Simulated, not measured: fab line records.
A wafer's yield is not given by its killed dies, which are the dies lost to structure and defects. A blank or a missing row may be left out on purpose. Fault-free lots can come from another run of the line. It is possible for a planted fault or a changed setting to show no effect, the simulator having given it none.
Code-filled problem report in 8D (eight disciplines) form ; flow n5_finfet ; the parts of the form that need people (team, actions taken, sign-off) are left out

1. WHAT IS WRONG
A mean of 47.99 rpm is read at N5_BEOL_M11_CMP_52 for platen_rpm, taken on 1 wafer of 1 lot, against 50.00 rpm (standard deviation 0.031) on wafers free of any fault. Relative to the usual mean, that is a shift of -65 standard deviations.
The step: polishes, stops on SiCOH lowk, t overpolish 7 s, target thk 140 nm.
Seen first at day 14 08:56 on cmp-03, wafer L404.1. At this step, 35 wafers from 12 lots have a number in the record. Rule for "out", or "out of limits": more than 4 standard deviations from the usual mean. All remaining wafers that have a number are taken as sound.

2. WHAT IT IS, WHAT IT ISN'T
question;is;is not
which readings at this step;platen_rpm;barrier_field_endpoint_s, clearing_platen_rpm, motor_current_A, overpolish_run_s, time_to_endpoint_s
which lots;L404;L391, L392, L393, L394, L395, L406, L407, L408, L410, L411, L412
which wafers of those lots;L404.1;L404.4, L404.5
read on which tools;cmp-03;cmp-01, cmp-04
when;from day 14 08:56;"up to then (16 sound wafers); but 18 sound wafers of L406, L407, L408, L410, L411, L412 came after"

3. WHAT RULES OUT EACH SUSPECT
Counting: if a tool at a process step up to the reading ran every lot that is out, it stays a suspect. Sound lots after the first of them don't rule it out here, since some wafers of a struck lot are sound.
- rtp_anneal-02 at N5_BEOL_M11_ANNEAL_51 (time 90 s): kept. It processed L404, the lot that is out, at day 14 08:38, and its most recent sound lot before then was L394 at day 11 22:37.
- cmp-03 at N5_BEOL_M11_CMP_52 (polishes, stops on SiCOH lowk, t overpolish 7 s, target thk 140 nm): kept. It processed L404, the lot that is out, at day 14 08:56, and its most recent sound lot before then was L393 at day 10 14:10. On those wafers its own readings are out: platen_rpm.
- cmp-03, N5_BEOL_M11_CMP_52: wafers that are out in chamber 0, sound lot-mates in chambers 1, 2.
What counting leaves: rtp_anneal-02 at N5_BEOL_M11_ANNEAL_51 and cmp-03 at N5_BEOL_M11_CMP_52.

4. THE CAUSE (what the simulator had put in)
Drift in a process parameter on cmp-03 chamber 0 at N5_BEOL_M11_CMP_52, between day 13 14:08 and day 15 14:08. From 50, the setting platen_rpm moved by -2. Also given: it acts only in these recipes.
After counting, 2 suspects remain, this tool included.

5. THE EFFECT CHAIN, in route order
Each row: a reading whose mean over the struck wafers that have a number lies more than 3 standard deviations from the usual. Only readings whose record carries a usual standard deviation are examined. hours: median over the lots of the time between each lot's start at the first step of this table that gives one and its start at this step. sigmas: the change, counted in usual standard deviations.
hours;step;reading;usual;on struck wafers;change;sigmas
0;N5_BEOL_M11_CMP_52;platen_rpm;50.00 rpm;47.99;-2.01;-65
The process steps in it:
- N5_BEOL_M11_CMP_52: polishes, stops on SiCOH lowk, t overpolish 7 s, target thk 140 nm.
Later steps that measure or inspect, where all struck wafers having a row at the step show a number for every such reading and not one has moved that far: N5_BEOL_M11_INSPECT_58, N5_BEOL_M12_CD_MEAS_10.

6. WHAT WOULD HAVE CAUGHT IT SOONER
In this record the first reading out of limits was taken at day 14 08:56, 19 hours after the fault began at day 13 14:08.
